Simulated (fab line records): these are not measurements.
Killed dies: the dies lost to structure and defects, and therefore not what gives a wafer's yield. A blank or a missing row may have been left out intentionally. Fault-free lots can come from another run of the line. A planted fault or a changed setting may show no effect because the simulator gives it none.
Which of the tools did it? | flow n5-finfet | Sampling: 24 lots, 72 wafers, 2 of 1938 route steps

WHAT THE GAUGES SHOWED, per wafer
N5_BEOL_M2_CD_MEAS_11: target cd 16.79 nm. Usual: cd-nm 16.89 nm, standard deviation 0.27.
lot  | measured     | on        | cd-nm (nm)        | flag
L074 | day 6 16:27  | cd-sem-03 | 16.77 16.38 16.64 |
L075 | day 6 17:13  | cd-sem-03 | 16.84 17.05 16.96 |
L076 | day 6 20:14  | cd-sem-02 | 17.08 16.93 17.21 |
L077 | day 7 11:45  | cd-sem-02 | 17.29 16.26 17.65 |
L078 | day 7 16:19  | cd-sem-01 | 16.79 16.58 16.47 |
L079 | day 7 17:26  | cd-sem-03 | 16.89 16.79 16.93 |
L081 | day 8 12:08  | cd-sem-03 | 16.87 16.66 16.92 |
L080 | day 8 13:02  | cd-sem-02 | 16.89 16.92 16.89 |
L083 | day 8 20:35  | cd-sem-02 | 16.97 16.98 16.88 |
L082 | day 8 21:52  | cd-sem-02 | 17.11 16.70 17.13 |
L084 | day 8 23:14  | cd-sem-02 | 17.26 17.04 16.65 |
L085 | day 9 06:07  | cd-sem-03 | 16.57 17.30 16.91 |
L088 | day 9 19:50  | cd-sem-03 | 16.56 16.94 17.20 |
L086 | day 9 23:23  | cd-sem-03 | 17.31 17.05 17.40 |
L087 | day 10 01:35 | cd-sem-01 | 16.60 16.49 16.65 |
L089 | day 10 07:36 | cd-sem-02 | 16.78 16.27 16.75 |
L090 | day 10 07:49 | cd-sem-01 | 16.48 16.73 16.70 |
L092 | day 10 20:08 | cd-sem-03 | 16.66 16.89 17.09 |
L091 | day 10 20:19 | cd-sem-03 | 16.75 16.97 16.78 |
L093 | day 11 07:43 | cd-sem-03 | 16.82 16.83 17.11 |
L095 | day 11 10:22 | cd-sem-03 | 16.77 16.80 17.00 |
L094 | day 11 11:44 | cd-sem-02 | 16.69 16.63 16.73 |
L096 | day 12 05:07 | cd-sem-01 | 17.08 16.83 16.88 |
L097 | day 12 10:38 | cd-sem-01 | 17.34 17.43 17.12 |

N5_BEOL_M2_OVL_MEAS_29. Usual: V1_OVL typically reads 0.6 nm, with standard deviation 0.62.
lot  | measured     | on         | V1_OVL (nm)   | flag
L074 | day 6 17:23  | overlay-02 | -0.1 1.0 0.5  |
L075 | day 6 18:07  | overlay-01 | 0.6 0.6 -0.1  |
L076 | day 6 21:10  | overlay-02 | -0.1 0.1 0.6  |
L077 | day 7 12:47  | overlay-02 | 0.1 0.3 0.5   |
L078 | day 7 17:29  | overlay-02 | 0.4 1.6 1.4   |
L079 | day 7 18:21  | overlay-01 | 1.4 1.1 1.5   |
L081 | day 8 13:02  | overlay-01 | 2.0 1.3 2.2   |
L080 | day 8 14:00  | overlay-02 | 0.3 0.0 1.0   |
L083 | day 8 22:02  | overlay-01 | 0.0 -1.2 -0.9 |
L082 | day 8 22:58  | overlay-01 | 0.8 0.9 0.6   |
L084 | day 9 00:25  | overlay-02 | 1.4 0.9 1.8   |
L085 | day 9 07:02  | overlay-02 | 0.6 0.5 0.8   |
L088 | day 9 20:59  | overlay-02 | -0.2 0.3 0.4  |
L086 | day 10 00:18 | overlay-02 | -0.2 1.4 -0.5 |
L087 | day 10 02:49 | overlay-01 | 0.4 0.3 1.1   |
L089 | day 10 08:43 | overlay-02 | 1.1 0.9 1.4   |
L090 | day 10 08:50 | overlay-02 | 0.7 -0.1 0.9  |
L092 | day 10 21:06 | overlay-02 | -0.5 0.0 0.3  |
L091 | day 10 21:20 | overlay-01 | 0.4 0.0 1.0   |
L093 | day 11 08:54 | overlay-02 | -0.4 -0.2 0.0 |
L095 | day 11 11:31 | overlay-01 | 0.5 -0.4 1.0  |
L094 | day 11 12:40 | overlay-02 | 0.5 0.8 0.7   |
L096 | day 12 06:23 | overlay-01 | 0.4 -0.6 0.8  |
L097 | day 12 11:49 | overlay-01 | 1.7 1.0 -0.6  |

TOOL THAT RAN EACH LOT (tool first, then ch and the chambers of the sampled wafers, then the start)
Before these readings, the record contains no process step.

WHAT THE TOOLS THEMSELVES READ (means of the sampled wafers that have a number; where no wafer has one, the mark that the record gives instead)
The record holds no such reading with a usual standard deviation.

THE ANSWER, worked out from the rows above alone
Rule: a lot is off if the mean of its wafers that have a number lies more than 3 standard deviations from the usual mean. Also off: a lot with no number at a reading for which 4 or more lots have one. The other lots that the step has rows for count as sound. Order of review: gauges by route order, followed by the tools' own readings, for which a lot's mean as printed above is used. The first step at which some lot is off is used, and at that step the reading that is off furthest; a lot without a number counts as furthest.
No lot is off on any of the readings shown, so nothing can be concluded from this.

WHAT THE SIMULATOR HAD INSERTED
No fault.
